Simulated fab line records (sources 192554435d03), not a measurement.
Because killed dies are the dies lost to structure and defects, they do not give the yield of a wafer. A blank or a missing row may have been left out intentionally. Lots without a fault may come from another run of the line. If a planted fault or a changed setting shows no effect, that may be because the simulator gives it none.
fab line records | flow n5Finfet | part 1 of 2: steps 1 to 20 of 27
record: lots: 5 | wafers: 15 | lastDay: 16
route steps=1938 shown BEOL_M3@945
lots with no fault: from the same line, run without faults
startH: start of the lot's first displayed wafer, in hours after the record's first day | waitH: hours elapsed since this lot's preceding step | " identical to the entry in the row above | L1.1+2: a single row standing in for several wafers | - no value, or no start was given | * or withheld: withheld | < > ~ a bound
route shown NAME@n: NAME is a module with steps in the file, n the number in the route of the first one | usual: average and standard deviation across the fault-free wafers | same: alike in all rows | chamber/n: place in a boat | sites: readings site by site | _std_site: how widely they spread, as a standard deviation | _edge_site: the outer-site mean with the inner-site mean subtracted | radiusMm: how far each site lies from the wafer's centre | mask NAME#n: copy n | behind: the tool/chamber that last shaped the wafer | hold: reason for holding the lot/hours on hold/outcome of the hold | device: the n, p or np transistor that did not switch | end of line: the route-end tests of the same wafers | for a step that has no rows: nothing shown but its recipe | killed: not the wafer's yield, but the dies lost to structure and defects at the first sort | map: dies across one wafer; x = killed, . = not, _ = none there
set.NAME: the setting the step ran with; set.NAME@STEP: the setting that earlier step ran with | model.NAME: the simulator's own value behind a step, which no gauge read
certain route steps with their lots: each step a table, each wafer a row
services: when a tool's chamber went out of use (startH, in hours from the record's first day, below 0 if earlier), for how many hours, and the reason
== steps ==
step: N5_BEOL_M3_OVL_MEAS_12
recipe: pointsPerWafer: 522
usual: M3_OVL: -0.2/0.68
lot.wafer | tool       | chamber | startH | waitH | M3_OVL[nm]
L074.1    | overlay-02 | 0       | 145.04 | 0.0   | -1.2
L074.4    | "          | 0       | "      | "     | -0.1
L074.5    | "          | 0       | "      | "     | -1.2
L080.2    | overlay-01 | 0       | 173.45 | 0.0   | -1.2
L080.4    | "          | 0       | "      | "     | -1.4
L080.6    | "          | 0       | "      | "     | -0.3
L085.1    | overlay-02 | 0       | 218.46 | 0.0   | -0.7
L085.2    | "          | 0       | "      | "     | -0.2
L085.5    | "          | 0       | "      | "     | -0.9
L089.2    | overlay-01 | 0       | 231.88 | 0.0   | -0.1
L089.3    | "          | 0       | "      | "     | -1.5
L089.4    | "          | 0       | "      | "     | 0.1
L094.2    | overlay-01 | 0       | 260.38 | 0.0   | 1.3
L094.3    | "          | 0       | "      | "     | 0.2
L094.6    | "          | 0       | "      | "     | 0.1
step: N5_BEOL_M3_INSPECT_13
recipe: mode: adi | inspectInstrument: brightfield
usual: rawDefectCount: 387/93
lot.wafer | tool             | chamber | startH | waitH | rawDefectCount
L074.1    | defectInspect-01 | -       | 145.10 | 0.1   | 668
L074.4    | "                | -       | "      | "     | 592
L074.5    | "                | -       | "      | "     | 595
L080.2    | defectInspect-01 | -       | 173.50 | 0.0   | 279
L080.4    | "                | -       | "      | "     | 306
L080.6    | "                | -       | "      | "     | 384
L085.1    | defectInspect-02 | -       | 218.52 | 0.1   | 458
L085.2    | "                | -       | "      | "     | 453
L085.5    | "                | -       | "      | "     | 317
L089.2    | defectInspect-01 | -       | 231.93 | 0.0   | 320
L089.3    | "                | -       | "      | "     | 302
L089.4    | "                | -       | "      | "     | 376
L094.2    | defectInspect-02 | -       | 260.44 | 0.0   | 382
L094.3    | "                | -       | "      | "     | 467
L094.6    | "                | -       | "      | "     | 482
step: N5_BEOL_M3_DESCUM_16
recipe: chemistry: O2 | timeS: 7 | sourcePowerW: 50 | biasPowerW: 20 | pressureMtorr: 20 | rfFrequencyHz: 2.712e+07 | tempC: 40 | resist: CAR-EUV | o2FlowSccm: 225
usual: drypumpMotorCurrentA: 5.6/0.41 | oesProductAu: 0.78/0.081 | rfVppV: 243.2/1.3 | showerheadPlenumPTorr: 2.09/0.061 | throttleValvePct: 20.48/0.22
lot.wafer | tool       | chamber | startH | waitH | drypumpMotorCurrentA | oesProductAu | rfHoursCounterH | rfVppV | showerheadPlenumPTorr | throttleValvePct
L074.1    | rieDiel-05 | 1       | 145.14 | 0.0   | 5.6                  | 0.72         | 173             | 241.2  | 2.00                  | 20.57
L074.4    | "          | 0       | "      | "     | 6.0                  | 0.74         | 184             | 245.5  | 2.17                  | 20.82
L074.5    | "          | 2       | "      | "     | 5.1                  | 0.90         | -               | 244.1  | 2.12                  | 20.26
L080.2    | rieDiel-06 | 3       | 173.54 | 0.0   | 5.2                  | 0.75         | 160             | 245.6  | 2.18                  | 20.24
L080.4    | "          | 2       | "      | "     | 5.9                  | 0.72         | 198             | 244.7  | 2.17                  | 20.52
L080.6    | "          | 3       | "      | "     | 5.2                  | 0.75         | -               | 245.4  | 2.18                  | 20.24
L085.1    | rieDiel-05 | 2       | 219.04 | 0.5   | 5.0                  | 0.85         | 62              | 243.7  | 2.11                  | 20.29
L085.2    | "          | 0       | "      | "     | 6.0                  | 0.71         | 205             | 244.0  | 2.16                  | 20.85
L085.5    | "          | 3       | "      | "     | 5.6                  | 0.81         | -               | 241.8  | 2.03                  | 20.22
L089.2    | rieDiel-04 | 0       | 232.03 | 0.1   | 5.6                  | 0.81         | 75              | 243.0  | 2.04                  | 20.54
L089.3    | "          | 3       | "      | "     | 5.1                  | 0.76         | 158             | 243.1  | 2.09                  | 20.70
L089.4    | "          | 2       | "      | "     | 6.6                  | 0.92         | 17              | 243.3  | 2.04                  | 20.61
L094.2    | rieDiel-05 | 0       | 260.47 | 0.0   | 6.0                  | 0.70         | 219             | 246.1  | 2.15                  | 20.89
L094.3    | "          | 3       | "      | "     | 5.6                  | 0.81         | 112             | 242.5  | 2.02                  | 20.24
L094.6    | "          | 3       | "      | "     | 5.6                  | 0.80         | -               | 243.0  | 2.02                  | 20.24
step: N5_BEOL_M3_ETCH_74
recipe: chemistry: N2/H2 | target: underlayer | targetDepthA: 65 | maskMaterial: CAR-EUV | timeS: 5.2 | ionEnergyEv: 200 | pressureMtorr: 30 | sourceW: 840 | biasW: 150 | n2FlowSccm: 200 | h2FlowSccm: 200 | ends: cleared
usual: drypumpMotorCurrentA: 5.7/0.41 | etchRfOnTimeS: 5.20/0.074 | oesProductAu: 0.67/0.069 | rfVppV: 523.7/2.4 | showerheadPlenumPTorr: 2.54/0.078 | throttleValvePct: 17.87/0.24
lot.wafer | tool       | chamber | startH | waitH | drypumpMotorCurrentA | etchRfOnTimeS | oesProductAu | rfHoursCounterH | rfVppV | showerheadPlenumPTorr | throttleValvePct
L074.1    | rieDiel-05 | 1       | 145.17 | 0.0   | 5.5                  | 5.14          | 0.62         | 173             | 519.3  | 2.43                  | 18.02
L074.4    | "          | 0       | "      | "     | 6.0                  | 5.29          | 0.61         | 184             | 523.6  | 2.63                  | 18.26
L074.5    | "          | 2       | "      | "     | 5.1                  | 5.17          | 0.77         | -               | 524.6  | 2.58                  | 17.60
L080.2    | rieDiel-06 | 3       | 173.57 | 0.0   | 5.2                  | 5.21          | 0.65         | 160             | 525.7  | 2.64                  | 17.60
L080.4    | "          | 2       | "      | "     | 5.9                  | 5.23          | 0.61         | 198             | 527.5  | 2.63                  | 17.87
L080.6    | "          | 3       | "      | "     | 5.2                  | 5.19          | 0.65         | -               | 526.2  | 2.65                  | 17.60
L085.1    | rieDiel-05 | 2       | 219.07 | 0.0   | 5.1                  | 5.19          | 0.74         | 62              | 523.6  | 2.57                  | 17.63
L085.2    | "          | 0       | "      | "     | 5.9                  | 5.30          | 0.60         | 205             | 528.1  | 2.62                  | 18.32
L085.5    | "          | 3       | "      | "     | 5.7                  | 5.19          | 0.70         | -               | 523.6  | 2.46                  | 17.56
L089.2    | rieDiel-04 | 0       | 232.07 | 0.0   | 5.6                  | 5.12          | 0.69         | 75              | 522.9  | 2.48                  | 17.88
L089.3    | "          | 3       | "      | "     | 5.1                  | 5.13          | 0.66         | 158             | 523.3  | 2.55                  | 18.20
L089.4    | "          | 2       | "      | "     | 6.5                  | 5.09          | 0.80         | 17              | 519.5  | 2.47                  | 17.89
L094.2    | rieDiel-05 | 0       | 260.50 | 0.0   | 6.0                  | 5.35          | 0.61         | 219             | 523.9  | 2.62                  | 18.32
L094.3    | "          | 3       | "      | "     | 5.7                  | 5.19          | 0.69         | 112             | 522.9  | 2.46                  | 17.60
L094.6    | "          | 3       | "      | "     | 5.7                  | 5.21          | 0.69         | -               | 522.3  | 2.46                  | 17.58
step: N5_BEOL_M3_ETCH_63
recipe: chemistry: CF4 | target: SiARC | targetDepthA: 156 | maskMaterial: CAR-EUV | timeS: 26 | ionEnergyEv: 80 | pressureMtorr: 40 | sourceW: 545 | biasW: 36 | Ar_flow_sccm: 100 | cf4FlowSccm: 100 | ends: cleared
usual: drypumpMotorCurrentA: 5.6/0.41 | etchRfOnTimeS: 26.0/0.41 | oesProductAu: 0.67/0.071 | rfVppV: 184.0/1.2 | showerheadPlenumPTorr: 2.14/0.063 | throttleValvePct: 15.67/0.22
lot.wafer | tool       | chamber | startH | waitH | drypumpMotorCurrentA | etchRfOnTimeS | oesProductAu | rfHoursCounterH | rfVppV | showerheadPlenumPTorr | throttleValvePct
L074.1    | rieDiel-05 | 1       | 145.19 | 0.0   | 5.6                  | 25.8          | 0.62         | 173             | 183.5  | 2.05                  | 15.73
L074.4    | "          | 0       | "      | "     | 6.0                  | 26.5          | 0.62         | 184             | 184.6  | 2.21                  | 16.01
L074.5    | "          | 2       | "      | "     | 5.1                  | 26.0          | 0.76         | -               | 184.5  | 2.18                  | 15.46
L080.2    | rieDiel-06 | 3       | 173.59 | 0.0   | 5.2                  | 26.2          | 0.65         | 160             | 185.3  | 2.23                  | 15.49
L080.4    | "          | 2       | "      | "     | 5.9                  | 26.5          | 0.61         | 198             | 187.6  | 2.21                  | 15.75
L080.6    | "          | 3       | "      | "     | 5.2                  | 26.3          | 0.65         | -               | 184.5  | 2.23                  | 15.48
L085.1    | rieDiel-05 | 2       | 219.09 | 0.0   | 5.1                  | 25.6          | 0.74         | 62              | 184.9  | 2.17                  | 15.51
L085.2    | "          | 0       | "      | "     | 6.0                  | 26.3          | 0.61         | 205             | 186.2  | 2.21                  | 16.08
L085.5    | "          | 3       | "      | "     | 5.6                  | 25.8          | 0.71         | -               | 185.0  | 2.08                  | 15.39
L089.2    | rieDiel-04 | 0       | 232.08 | 0.0   | 5.6                  | 25.4          | 0.70         | 75              | 181.4  | 2.09                  | 15.64
L089.3    | "          | 3       | "      | "     | 5.1                  | 26.1          | 0.65         | 158             | 183.7  | 2.14                  | 15.94
L089.4    | "          | 2       | "      | "     | 6.5                  | 25.2          | 0.80         | 17              | 183.5  | 2.09                  | 15.63
L094.2    | rieDiel-05 | 0       | 260.52 | 0.0   | 6.0                  | 26.8          | 0.59         | 219             | 185.0  | 2.20                  | 16.08
L094.3    | "          | 3       | "      | "     | 5.6                  | 25.9          | 0.69         | 112             | 183.5  | 2.07                  | 15.42
L094.6    | "          | 3       | "      | "     | 5.6                  | 26.0          | 0.68         | -               | 184.4  | 2.07                  | 15.41
step: N5_BEOL_M3_ETCH_64
recipe: chemistry: N2/H2 | target: SOC | targetDepthA: 750 | overetchA: 150 | maskMaterial: SiARC | tempC: 40 | timeS: 112.5 | ionEnergyEv: 200 | pressureMtorr: 30 | sourceW: 840 | biasW: 150 | n2FlowSccm: 200 | h2FlowSccm: 200
usual: drypumpMotorCurrentA: 5.7/0.41 | oesProductAu: 0.62/0.061 | rfVppV: 523.8/2.4 | showerheadPlenumPTorr: 2.54/0.078 | throttleValvePct: 17.83/0.24
lot.wafer | tool       | chamber | startH | waitH | drypumpMotorCurrentA | oesProductAu | rfHoursCounterH | rfVppV | showerheadPlenumPTorr | throttleValvePct
L074.1    | rieDiel-05 | 1       | 145.22 | 0.0   | 5.5                  | 0.57         | 173             | 521.4  | 2.43                  | 17.97
L074.4    | "          | 0       | "      | "     | 6.0                  | 0.58         | 184             | 527.0  | 2.63                  | 18.24
L074.5    | "          | 2       | "      | "     | 5.0                  | 0.70         | -               | 526.0  | 2.58                  | 17.54
L080.2    | rieDiel-06 | 3       | 173.62 | 0.0   | 5.2                  | 0.60         | 160             | 527.3  | 2.64                  | 17.56
L080.4    | "          | 2       | "      | "     | 6.0                  | 0.57         | 198             | 526.6  | 2.63                  | 17.84
L080.6    | "          | 3       | "      | "     | 5.2                  | 0.60         | -               | 525.2  | 2.64                  | 17.55
L085.1    | rieDiel-05 | 2       | 219.12 | 0.0   | 5.1                  | 0.68         | 62              | 525.4  | 2.57                  | 17.61
L085.2    | "          | 0       | "      | "     | 6.0                  | 0.57         | 205             | 525.5  | 2.62                  | 18.26
L085.5    | "          | 3       | "      | "     | 5.7                  | 0.65         | -               | 523.1  | 2.46                  | 17.52
L089.2    | rieDiel-04 | 0       | 232.11 | 0.0   | 5.6                  | 0.64         | 75              | 521.9  | 2.48                  | 17.85
L089.3    | "          | 3       | "      | "     | 5.1                  | 0.61         | 158             | 524.4  | 2.55                  | 18.18
L089.4    | "          | 2       | "      | "     | 6.5                  | 0.73         | 17              | 522.0  | 2.47                  | 17.84
L094.2    | rieDiel-05 | 0       | 260.55 | 0.0   | 6.0                  | 0.56         | 219             | 525.6  | 2.62                  | 18.28
L094.3    | "          | 3       | "      | "     | 5.6                  | 0.64         | 112             | 520.2  | 2.46                  | 17.54
L094.6    | "          | 3       | "      | "     | 5.6                  | 0.64         | -               | 522.8  | 2.46                  | 17.56
step: N5_BEOL_M3_STRIP_65
recipe: chemistry: N2/H2 | tempC: 40 | n2FlowSccm: 200 | h2FlowSccm: 200 | rfFrequencyHz: 6e+07
lot.wafer  | tool       | chamber | startH | waitH
L074.1+4+5 | rieDiel-05 | 1,0,2   | 145.32 | 0.1
L080.2+4+6 | rieDiel-06 | 3,2,3   | 173.72 | 0.1
L085.1+2+5 | rieDiel-05 | 2,0,3   | 219.22 | 0.1
L089.2+3+4 | rieDiel-04 | 0,3,2   | 232.22 | 0.1
L094.2+3+6 | rieDiel-05 | 0,3,3   | 260.66 | 0.1
step: N5_BEOL_M3_STRIP_75
recipe: chemistry: N2/H2 | tempC: 40 | n2FlowSccm: 200 | h2FlowSccm: 200 | rfFrequencyHz: 6e+07
lot.wafer  | tool       | chamber | startH | waitH
L074.1+4+5 | rieDiel-05 | 1,0,2   | 145.33 | 0.0
L080.2+4+6 | rieDiel-06 | 3,2,3   | 173.73 | 0.0
L085.1+2+5 | rieDiel-05 | 2,0,3   | 219.23 | 0.0
L089.2+3+4 | rieDiel-04 | 0,3,2   | 232.23 | 0.0
L094.2+3+6 | rieDiel-05 | 0,3,3   | 260.67 | 0.0
step: N5_BEOL_M3_STRIP_66
recipe: chemistry: CF4 | resist: SiARC | powerW: 300 | biasPowerW: 75 | pressureMtorr: 50 | cf4FlowSccm: 150 | rfFrequencyHz: 6e+07
usual: drypumpMotorCurrentA: 5.6/0.41 | oesProductAu: 0.77/0.076 | rfVppV: 271.2/1.4 | showerheadPlenumPTorr: 1.79/0.051 | throttleValvePct: 13.65/0.22
lot.wafer | tool       | chamber | startH | waitH | drypumpMotorCurrentA | oesProductAu | rfHoursCounterH | rfVppV | showerheadPlenumPTorr | throttleValvePct
L074.1    | rieDiel-05 | 1       | 145.34 | 0.0   | 5.5                  | 0.72         | 173             | 268.9  | 1.72                  | 13.70
L074.4    | "          | 0       | "      | "     | 5.9                  | 0.73         | 184             | 270.7  | 1.85                  | 14.01
L074.5    | "          | 2       | "      | "     | 5.1                  | 0.87         | -               | 271.5  | 1.83                  | 13.44
L080.2    | rieDiel-06 | 3       | 173.74 | 0.0   | 5.2                  | 0.75         | 160             | 272.9  | 1.86                  | 13.49
L080.4    | "          | 2       | "      | "     | 5.9                  | 0.71         | 198             | 272.1  | 1.85                  | 13.74
L080.6    | "          | 3       | "      | "     | 5.2                  | 0.76         | -               | 273.2  | 1.86                  | 13.48
L085.1    | rieDiel-05 | 2       | 219.24 | 0.0   | 5.1                  | 0.85         | 62              | 272.3  | 1.82                  | 13.49
L085.2    | "          | 0       | "      | "     | 5.9                  | 0.71         | 205             | 272.4  | 1.85                  | 14.05
L085.5    | "          | 3       | "      | "     | 5.6                  | 0.81         | -               | 268.5  | 1.75                  | 13.37
L089.2    | rieDiel-04 | 0       | 232.24 | 0.0   | 5.6                  | 0.81         | 75              | 270.8  | 1.75                  | 13.59
L089.3    | "          | 3       | "      | "     | 5.1                  | 0.75         | 159             | 270.6  | 1.79                  | 13.88
L089.4    | "          | 2       | "      | "     | 6.5                  | 0.91         | 17              | 270.2  | 1.75                  | 13.58
L094.2    | rieDiel-05 | 0       | 260.68 | 0.0   | 6.0                  | 0.70         | 219             | 272.2  | 1.84                  | 14.06
L094.3    | "          | 3       | "      | "     | 5.6                  | 0.80         | 112             | 269.8  | 1.74                  | 13.43
L094.6    | "          | 3       | "      | "     | 5.6                  | 0.80         | -               | 270.4  | 1.74                  | 13.43
step: N5_BEOL_M3_HM_OPEN_17
recipe: chemistry: Cl2/BCl3 | targetDepthA: 200 | overetchA: 60 | target: TiN | maskMaterial: SOC | ionEnergyEv: 150 | pressureMtorr: 10 | icpW: 1000 | biasW: 126 | Cl2_flow_sccm: 53.25 | bcl3FlowSccm: 21.75 | Ar_flow_sccm: 25
usual: drypumpMotorCurrentA: 5.6/0.44 | oesProductAu: 0.66/0.083 | throttleValvePct: 22.22/0.17
lot.wafer | tool        | chamber | startH | waitH | drypumpMotorCurrentA | oesProductAu | rfHoursCounterH | throttleValvePct
L074.1    | rieMetal-02 | 1       | 145.48 | 0.1   | 6.2                  | 0.55         | 93              | 22.42
L074.4    | "           | 0       | "      | "     | 4.8                  | 0.55         | -               | 22.01
L074.5    | "           | 0       | "      | "     | 4.8                  | 0.55         | -               | 21.99
L080.2    | rieMetal-03 | 1       | 173.78 | 0.0   | 5.7                  | 0.67         | 35              | 22.02
L080.4    | "           | 1       | "      | "     | 5.7                  | 0.66         | -               | 22.01
L080.6    | "           | 1       | "      | "     | 5.7                  | 0.67         | -               | 22.02
L085.1    | rieMetal-02 | 0       | 219.29 | 0.0   | 4.8                  | 0.54         | 109             | 22.01
L085.2    | "           | 1       | "      | "     | 6.2                  | 0.56         | 100             | 22.39
L085.5    | "           | 1       | "      | "     | 6.2                  | 0.56         | -               | 22.39
L089.2    | rieMetal-03 | 1       | 232.28 | 0.0   | 5.7                  | 0.66         | 40              | 22.02
L089.3    | "           | 1       | "      | "     | 5.7                  | 0.66         | -               | 22.01
L089.4    | "           | 0       | "      | "     | 5.5                  | 0.70         | -               | 22.31
L094.2    | rieMetal-01 | 0       | 260.72 | 0.0   | 5.5                  | 0.76         | 8               | 22.30
L094.3    | "           | 0       | "      | "     | 5.5                  | 0.77         | -               | 22.31
L094.6    | "           | 1       | "      | "     | 6.2                  | 0.68         | -               | 22.40
step: N5_BEOL_M3_STRIP_19
recipe: chemistry: O2 | powerW: 400 | tempC: 40 | pressureMtorr: 30 | rfFrequencyHz: 6e+07 | biasPowerW: 0 | overashFraction: 0.2 | o2FlowSccm: 225
usual: drypumpMotorCurrentA: 5.7/0.4 | oesProductAu: 0.76/0.08 | rfVppV: 3.6/0.52 | showerheadPlenumPTorr: 2.10/0.064 | throttleValvePct: 16.75/0.24
lot.wafer | tool       | chamber | startH | waitH | drypumpMotorCurrentA | oesProductAu | rfHoursCounterH | rfVppV | showerheadPlenumPTorr | throttleValvePct
L074.1    | rieDiel-04 | 1       | 145.59 | 0.1   | 5.9                  | 0.68         | 222             | 3.4    | 2.15                  | 16.77
L074.4    | "          | 1       | "      | "     | 5.9                  | 0.69         | -               | 3.3    | 2.15                  | 16.78
L074.5    | "          | 2       | "      | "     | 6.5                  | 0.64         | -               | 2.7    | 2.06                  | 17.27
L080.2    | rieDiel-05 | 3       | 173.94 | 0.1   | 5.7                  | 0.83         | 84              | 3.6    | 2.04                  | 16.43
L080.4    | "          | 1       | "      | "     | 5.6                  | 0.71         | 184             | 3.2    | 2.00                  | 16.82
L080.6    | "          | 0       | "      | "     | 6.0                  | 0.72         | -               | 4.0    | 2.17                  | 17.08
L085.1    | rieDiel-05 | 3       | 219.41 | 0.1   | 5.7                  | 0.81         | 98              | 4.1    | 2.03                  | 16.46
L085.2    | "          | 0       | "      | "     | 6.0                  | 0.71         | 205             | 3.4    | 2.16                  | 17.12
L085.5    | "          | 0       | "      | "     | 6.0                  | 0.71         | -               | 3.9    | 2.16                  | 17.10
L089.2    | rieDiel-04 | 3       | 232.40 | 0.1   | 5.1                  | 0.76         | 159             | 2.3    | 2.09                  | 16.95
L089.3    | "          | 0       | "      | "     | 5.6                  | 0.82         | 75              | 4.2    | 2.04                  | 16.75
L089.4    | "          | 1       | "      | "     | 5.9                  | 0.68         | 247             | 4.1    | 2.14                  | 16.80
L094.2    | rieDiel-06 | 1       | 260.83 | 0.1   | 5.8                  | 0.72         | 175             | 3.7    | 2.01                  | 16.97
L094.3    | "          | 0       | "      | "     | 5.7                  | 0.96         | 10              | 2.2    | 2.14                  | 16.19
L094.6    | "          | 2       | "      | "     | 5.9                  | 0.69         | -               | 3.5    | 2.16                  | 16.83
step: N5_BEOL_M3_CD_MEAS_18
recipe: pitchNm: 36 | targetCdNm: 18
usual: cdNm: 17.98/0.29
lot.wafer | tool     | chamber | startH | waitH | cdNm
L074.1    | cdSem-02 | -       | 145.66 | 0.0   | 17.79
L074.4    | "        | -       | "      | "     | 17.47
L074.5    | "        | -       | "      | "     | 17.97
L080.2    | cdSem-01 | -       | 174.01 | 0.1   | 18.12
L080.4    | "        | -       | "      | "     | 18.23
L080.6    | "        | -       | "      | "     | 17.80
L085.1    | cdSem-02 | -       | 219.48 | 0.0   | 18.64
L085.2    | "        | -       | "      | "     | 18.03
L085.5    | "        | -       | "      | "     | 18.49
L089.2    | cdSem-02 | -       | 232.47 | 0.1   | 17.82
L089.3    | "        | -       | "      | "     | 18.00
L089.4    | "        | -       | "      | "     | 18.15
L094.2    | cdSem-02 | -       | 260.90 | 0.1   | 17.77
L094.3    | "        | -       | "      | "     | 18.11
L094.6    | "        | -       | "      | "     | 18.28
step: N5_BEOL_M3_COAT_67
recipe: resist: SOC | tempC: 250 | timeS: 60 | spinRpm: 1500 | resistThkNm: 60
usual: spinSpeedRpm: 1500.0/1.3
lot.wafer | tool          | chamber | startH | waitH | spinSpeedRpm
L074.1    | lithoTrack-03 | 0       | 145.70 | 0.0   | 1497.8
L074.4    | "             | 0       | "      | "     | 1500.6
L074.5    | "             | 0       | "      | "     | 1497.9
L080.2    | lithoTrack-02 | 0       | 174.05 | 0.0   | 1500.4
L080.4    | "             | 0       | "      | "     | 1500.8
L080.6    | "             | 0       | "      | "     | 1501.2
L085.1    | lithoTrack-02 | 0       | 219.51 | 0.0   | 1499.8
L085.2    | "             | 0       | "      | "     | 1501.2
L085.5    | "             | 0       | "      | "     | 1501.1
L089.2    | lithoTrack-02 | 0       | 232.51 | 0.0   | 1499.9
L089.3    | "             | 0       | "      | "     | 1501.3
L089.4    | "             | 0       | "      | "     | 1499.5
L094.2    | lithoTrack-02 | 0       | 260.93 | 0.0   | 1500.9
L094.3    | "             | 0       | "      | "     | 1501.1
L094.6    | "             | 0       | "      | "     | 1499.8
step: N5_BEOL_M3_COAT_68
recipe: resist: SiARC | tempC: 220 | timeS: 60 | spinRpm: 1500 | resistThkNm: 12
usual: spinSpeedRpm: 1500.0/1.1
lot.wafer | tool          | chamber | startH | waitH | spinSpeedRpm
L074.1    | lithoTrack-03 | 0       | -      | -     | 1498.7
L074.4    | "             | 0       | "      | "     | 1499.6
L074.5    | "             | 0       | "      | "     | 1500.7
L080.2    | lithoTrack-02 | 0       | -      | -     | 1499.6
L080.4    | "             | 0       | "      | "     | 1500.0
L080.6    | "             | 0       | "      | "     | 1499.7
L085.1    | lithoTrack-02 | 0       | -      | -     | 1499.6
L085.2    | "             | 0       | "      | "     | 1501.6
L085.5    | "             | 0       | "      | "     | 1500.5
L089.2    | lithoTrack-02 | 0       | -      | -     | 1499.8
L089.3    | "             | 0       | "      | "     | 1500.5
L089.4    | "             | 0       | "      | "     | 1499.5
L094.2    | lithoTrack-02 | 0       | -      | -     | 1499.8
L094.3    | "             | 0       | "      | "     | 1500.9
L094.6    | "             | 0       | "      | "     | 1501.0
step: N5_BEOL_M3_COAT_76
recipe: resist: underlayer | tempC: 205 | timeS: 60 | spinRpm: 1500 | resistThkNm: 5
usual: spinSpeedRpm: 1500.0/1.2
lot.wafer | tool          | chamber | startH | waitH | spinSpeedRpm
L074.1    | lithoTrack-03 | 0       | -      | -     | 1501.0
L074.4    | "             | 0       | "      | "     | 1499.0
L074.5    | "             | 0       | "      | "     | 1499.6
L080.2    | lithoTrack-02 | 0       | -      | -     | 1500.6
L080.4    | "             | 0       | "      | "     | 1499.3
L080.6    | "             | 0       | "      | "     | 1500.4
L085.1    | lithoTrack-02 | 0       | -      | -     | 1501.2
L085.2    | "             | 0       | "      | "     | 1501.3
L085.5    | "             | 0       | "      | "     | 1497.5
L089.2    | lithoTrack-02 | 0       | -      | -     | 1499.9
L089.3    | "             | 0       | "      | "     | 1498.7
L089.4    | "             | 0       | "      | "     | 1500.3
L094.2    | lithoTrack-02 | 0       | -      | -     | 1499.1
L094.3    | "             | 0       | "      | "     | 1499.9
L094.6    | "             | 0       | "      | "     | 1500.3
step: N5_BEOL_M3_COAT_22
recipe: resist: CAR-EUV | spinRpm: 1500 | resistThkNm: 30
usual: spinSpeedRpm: 1500.0/1.2
lot.wafer | tool          | chamber | startH | waitH | spinSpeedRpm
L074.1    | lithoTrack-03 | 0       | -      | -     | 1502.3
L074.4    | "             | 0       | "      | "     | 1498.2
L074.5    | "             | 0       | "      | "     | 1501.3
L080.2    | lithoTrack-02 | 0       | -      | -     | 1498.4
L080.4    | "             | 0       | "      | "     | 1502.1
L080.6    | "             | 0       | "      | "     | 1498.8
L085.1    | lithoTrack-02 | 0       | -      | -     | 1499.7
L085.2    | "             | 0       | "      | "     | 1498.4
L085.5    | "             | 0       | "      | "     | 1498.0
L089.2    | lithoTrack-02 | 0       | -      | -     | 1500.2
L089.3    | "             | 0       | "      | "     | 1500.2
L089.4    | "             | 0       | "      | "     | 1500.3
L094.2    | lithoTrack-02 | 0       | -      | -     | 1499.8
L094.3    | "             | 0       | "      | "     | 1500.0
L094.6    | "             | 0       | "      | "     | 1499.7
step: N5_BEOL_M3_EBR_24
recipe: solvent: PGMEA | ebrWidthMm: 1.5
lot.wafer  | tool          | chamber | startH | waitH
L074.1+4+5 | lithoTrack-03 | 0       | -      | -
L080.2+4+6 | lithoTrack-02 | 0       | -      | -
L085.1+2+5 | lithoTrack-02 | 0       | -      | -
L089.2+3+4 | lithoTrack-02 | 0       | -      | -
L094.2+3+6 | lithoTrack-02 | 0       | -      | -
step: N5_BEOL_M3_SOFTBAKE_23
recipe: tempC: 110 | timeS: 60 | resist: CAR-EUV
lot.wafer  | tool          | chamber | startH | waitH
L074.1+4+5 | lithoTrack-03 | 0       | -      | -
L080.2+4+6 | lithoTrack-02 | 0       | -      | -
L085.1+2+5 | lithoTrack-02 | 0       | -      | -
L089.2+3+4 | lithoTrack-02 | 0       | -      | -
L094.2+3+6 | lithoTrack-02 | 0       | -      | -
step: N5_BEOL_M3_EXPOSE_25
recipe: maskId: V2 | na: 0.33 | sourceShape: quasar | sigmaInner: 0.2 | sigmaOuter: 0.8 | polarization: unpolarized | defocusNm: 5 | doseMj: 63
usual: stageMsdNm: 0.872/0.0079
same: sigmaInner: 0.2
lot.wafer | tool          | chamber | startH | waitH | mask | stageMsdNm
L074.1    | euvScanner-01 | 0       | 145.89 | -     | V2#0 | 0.870
L074.4    | "             | 0       | "      | "     | V2#0 | 0.866
L074.5    | "             | 0       | "      | "     | V2#0 | 0.867
L080.2    | euvScanner-01 | 0       | 174.21 | -     | V2#0 | 0.869
L080.4    | "             | 0       | "      | "     | V2#0 | 0.869
L080.6    | "             | 0       | "      | "     | V2#0 | 0.871
L085.1    | euvScanner-01 | 0       | 219.66 | -     | V2#0 | 0.871
L085.2    | "             | 0       | "      | "     | V2#0 | 0.869
L085.5    | "             | 0       | "      | "     | V2#0 | 0.872
L089.2    | euvScanner-01 | 0       | 232.78 | -     | V2#0 | 0.869
L089.3    | "             | 0       | "      | "     | V2#0 | 0.872
L089.4    | "             | 0       | "      | "     | V2#0 | 0.867
L094.2    | euvScanner-01 | 0       | 261.08 | -     | V2#0 | 0.865
L094.3    | "             | 0       | "      | "     | V2#0 | 0.864
L094.6    | "             | 0       | "      | "     | V2#0 | 0.865
step: N5_BEOL_M3_PEB_26
recipe: pebTempC: 100 | pebTimeS: 60 | resist: CAR-EUV
lot.wafer  | tool          | chamber | startH | waitH
L074.1+4+5 | lithoTrack-04 | 0       | 145.97 | 0.1
L080.2+4+6 | lithoTrack-02 | 0       | 174.28 | 0.1
L085.1+2+5 | lithoTrack-02 | 0       | 219.74 | 0.1
L089.2+3+4 | lithoTrack-03 | 0       | 232.85 | 0.1
L094.2+3+6 | lithoTrack-02 | 0       | 261.15 | 0.1
